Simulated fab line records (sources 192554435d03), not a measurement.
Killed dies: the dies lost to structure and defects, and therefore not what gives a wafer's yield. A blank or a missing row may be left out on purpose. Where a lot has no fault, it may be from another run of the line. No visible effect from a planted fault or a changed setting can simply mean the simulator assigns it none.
Which tool was responsible? ; flow n5-finfet ; 12 lots, 36 wafers sampled, at 2 steps of a route of 1938

## WHAT THE GAUGES READ, wafer by wafer
N5_BEOL_M3_OVL_MEAS_29.
lot;measured;on;V2_OVL (nm)
L075;day 7 12:41;overlay-02;0.6 0.0 -0.2
L077;day 7 17:50;overlay-01;-0.1 -1.1 -0.6
L079;day 7 22:32;overlay-02;-0.7 -0.7 -0.6
L081;day 9 01:37;overlay-01;-0.4 0.5 -0.5
L083;day 9 04:55;overlay-02;-0.4 0.0 0.4
L085;day 9 23:07;overlay-02;0.4 0.4 -0.1
L087;day 10 08:41;overlay-02;-1.0 -1.3 -1.2
L088;day 10 21:05;overlay-01;-0.3 0.3 1.1
L091;day 11 07:42;overlay-02;-0.5 -0.3 -1.1
L093;day 12 03:28;overlay-01;-1.0 -0.6 -0.5
L097;day 12 23:23;overlay-01;-0.6 -0.5 -0.1
L096;day 13 05:42;overlay-01;-0.3 0.5 0.7

## WHAT TOOL EACH LOT RAN ON (gives the tool, then ch and the chambers of the sampled wafers, and finally the start)
lot;N5_BEOL_M3_HM_OPEN_17
L075;rie-metal-02 ch 0,1, day 7 12:07
L077;rie-metal-03 ch 0, day 7 17:17
L079;rie-metal-01 ch 0, day 7 22:00
L081;rie-metal-02 ch 0,1, day 9 01:07
L083;rie-metal-01 ch 0,1, day 9 04:21
L085;rie-metal-03 ch 0,1, day 9 22:26
L087;rie-metal-01 ch 0,1, day 10 08:08
L088;rie-metal-03 ch 0,1, day 10 20:26
L091;rie-metal-02 ch 1, day 11 07:10
L093;rie-metal-01 ch 0,1, day 12 02:46
L097;rie-metal-02 ch 0,1, day 12 22:44
L096;rie-metal-01 ch 0,1, day 13 05:10
- N5_BEOL_M3_HM_OPEN_17: chemistry Cl2/BCl3, target TiN, target depth 20 nm, overetch 6 nm.

## THE ANSWER, worked out from the rows above alone
Rule: the usual values come from the lots themselves. Put in order of their means at a reading, lots are off if they are a third of the lots or fewer, leave a main group of 4 or more, and stand apart from it by a gap of 3 or more times the standard deviation of the main group's means; of several such gaps the widest counts. A main group is skipped when, at the precision printed for the reading in the tables above, its means are all equal. A lot without any number at a reading at which 4 lots or more have one is off too. The other lots that the step has rows for count as sound.
Nothing can be told from this: no lot is off at any reading shown.

## WHAT THE SIMULATOR HAD INSERTED
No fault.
